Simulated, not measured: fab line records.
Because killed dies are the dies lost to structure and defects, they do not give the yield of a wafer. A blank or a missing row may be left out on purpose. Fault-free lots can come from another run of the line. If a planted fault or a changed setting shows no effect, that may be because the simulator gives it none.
Chamber matching -- flow nand_harc -- NHARC_P_GATE_ALD_36 on ald_sin-02 has 4 sister chambers
The step deposits SiNx, target thk 20 nm, pulse time 60 s, ald cycles 223. 4 wafers are shown with their chamber, then 8 later ones without.

## WAFERS, EACH WITH ITS CHAMBER
wafer,chamber,heater_power_w (W)
L084.5,2,833
L087.2,0,739
L087.1,1,810
L090.2,3,863

## WAFERS MISSING THEIR CHAMBER
wafer,heater_power_w (W)
L090.4,820
L090.5,876
L093.1,830
L093.2,853
L093.5,850
L096.4,791
L096.1,773
L096.6,872

## WHICH CHAMBER EACH WENT THROUGH
wafer,from the rows above,in truth
L090.4,can't be placed: 1 or 2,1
L090.5,can't be placed: 3 or 2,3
L093.1,can't be placed: 2 or 1 or 3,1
L093.2,can't be placed: 3 or 2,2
L093.5,can't be placed: 3 or 2 or 1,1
L096.4,can't be placed: 1 or 2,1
L096.1,can't be placed: 0 or 1 or 2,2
L096.6,can't be placed: 3 or 2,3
Correct placement for 0 of the 8. Unplaceable from these rows: 8, with the true chamber sitting among the candidates in 8. 0 placed wrongly.
How it was worked out, from the rows above alone: a wafer's distance from a chamber is the root of the sum, over the readings, of the square of ((its reading less the chamber's mean) divided by the reading's scatter). If the next closest chamber is less than 2 further off than the closest, the wafer can't be placed; otherwise it belongs to the closest. For every chamber, the mean is computed from those of its wafers that are shown. The scatter: with one shown wafer a chamber, the root of the mean of the squares of how far each hidden wafer lies from its nearest shown one.
